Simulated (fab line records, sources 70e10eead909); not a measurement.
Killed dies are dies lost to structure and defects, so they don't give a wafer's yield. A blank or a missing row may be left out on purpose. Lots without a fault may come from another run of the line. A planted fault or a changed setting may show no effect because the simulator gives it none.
Chamber matching | flow nand_harc | NHARC_A_SGD_CUT_DESCUM_14 on rie_diel-05: 4 sister chambers
The step chemistry O2, time 3 s. 14 wafers are shown with their chamber, then 7 later ones without.

WAFERS WITH THEIR CHAMBER
wafer  | chamber | drypump_motor_current_A (A) | oes_product_au (a.u.) | throttle_valve_pct (%)
L075.1 | 0       | 6.0                         | 1.011                 | 11.307
L075.4 | 2       | 6.4                         | 1.000                 | 11.298
L075.6 | 0       | 5.9                         | 1.011                 | 11.322
L077.1 | 2       | 6.4                         | 1.013                 | 11.328
L077.2 | 0       | 5.9                         | 1.012                 | 11.311
L077.3 | 1       | 6.0                         | 0.985                 | 11.298
L081.1 | 0       | 6.0                         | 1.005                 | 11.324
L081.3 | 2       | 6.4                         | 1.006                 | 11.313
L081.5 | 0       | 6.0                         | 0.996                 | 11.316
L084.1 | 0       | 6.0                         | 1.017                 | 11.313
L084.4 | 3       | 6.1                         | 0.999                 | 11.315
L084.6 | 2       | 6.4                         | 1.006                 | 11.311
L090.2 | 0       | 6.0                         | 0.986                 | 11.303
L090.5 | 2       | 6.4                         | 1.010                 | 11.311

SIGNATURES (means of the wafers above)
reading                 | chamber 0 | chamber 1 | chamber 2 | chamber 3 | scatter within a chamber
drypump_motor_current_A | 5.971     | 6.000     | 6.400     | 6.100     | 0.0378
oes_product_au          | 1.00543   | 0.98500   | 1.00700   | 0.99900   | 0.00895
throttle_valve_pct      | 11.31371  | 11.29800  | 11.31220  | 11.31500  | 0.00896
Rule: a wafer's distance from a chamber is the root of the sum, over the readings, of the square of ((its reading less the chamber's mean) divided by the reading's scatter). The wafer belongs to the nearest chamber; if the next one is less than 2 further off, it can't be placed. The scatter: the root of (the sum of the squares of (reading less its chamber's mean) over the shown wafers, divided by (wafers less chambers)).

WAFERS WITHOUT THEIR CHAMBER
wafer  | drypump_motor_current_A (A) | oes_product_au (a.u.) | throttle_valve_pct (%)
L090.6 | 6.1                         | 1.003                 | 11.323
L094.1 | 6.4                         | 1.007                 | 11.310
L094.3 | 6.0                         | 0.995                 | 11.309
L094.6 | 6.1                         | 1.004                 | 11.298
L097.3 | 6.1                         | 0.997                 | 11.316
L097.4 | 6.0                         | 0.990                 | 11.322
L097.6 | 6.3                         | 1.007                 | 11.306

WHICH CHAMBER EACH WENT THROUGH
wafer  | from the rows above          | in truth
L090.6 | 3                            | 3
L094.1 | 2                            | 2
L094.3 | can't be placed: 0 or 1 or 3 | 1
L094.6 | can't be placed: 3 or 1 or 0 | 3
L097.3 | 3                            | 3
L097.4 | can't be placed: 0 or 1 or 3 | 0
L097.6 | 2                            | 2
Placed correctly: 4 of 7. Can't be placed from these rows: 3 (the true chamber is among the candidates in 3). Placed wrongly: 0.
